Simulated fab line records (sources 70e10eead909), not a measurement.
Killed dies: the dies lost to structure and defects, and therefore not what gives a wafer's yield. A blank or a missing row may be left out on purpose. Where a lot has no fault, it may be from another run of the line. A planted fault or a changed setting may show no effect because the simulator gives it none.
What tool caused it? | flow nand_harc | 36 wafers sampled from 12 lots at 1 step of a route of 1302

## WHAT THE GAUGES READ, wafer by wafer
NHARC_A_SLIT_CD_MEAS_09: the cd target is 300 nm.
lot  | measured     | on        | cd_nm (nm)
L074 | day 20 05:56 | cd_sem-01 | 300.3 300.6 299.5
L077 | day 20 21:14 | cd_sem-01 | 300.8 300.4 300.3
L079 | day 22 11:11 | cd_sem-01 | 299.7 299.8 300.1
L082 | day 22 19:53 | cd_sem-03 | 299.2 299.3 299.6
L083 | day 23 20:24 | cd_sem-02 | 299.9 299.4 300.3
L085 | day 23 21:59 | cd_sem-03 | 300.8 300.4 300.6
L087 | day 24 16:49 | cd_sem-03 | 300.6 300.5 299.6
L088 | day 26 03:25 | cd_sem-01 | 299.9 300.3 300.4
L092 | day 27 15:41 | cd_sem-02 | 300.3 300.2 299.3
L093 | day 28 01:38 | cd_sem-01 | 300.0 301.0 301.4
L095 | day 28 10:07 | cd_sem-01 | 299.8 300.0 299.9
L096 | day 29 06:40 | cd_sem-02 | 299.9 300.2 300.7

## WHICH TOOL RAN EACH LOT (tool, then ch and the chambers of the sampled wafers, then the start)
Record: no process step prior to these readings.

## THE ANSWER, worked out from the rows above alone
Rule: the usual values come from the lots themselves. The widest of any qualifying gaps counts: lots, ordered by their means at a reading, are off when they make up no more than a third of the lots, leave a main group of 4 or more, and stand apart from it by 3 or more times the standard deviation of that group's means. If all means in a main group match to the digits the tables above print for the reading, that group is not used. Also off: a lot with no number at a reading for which 4 or more lots have one. Any other lot the step has rows for is counted as sound.
Nothing can be told from this: no lot is off at any reading shown.

## WHAT WAS PUT IN BY THE SIMULATOR
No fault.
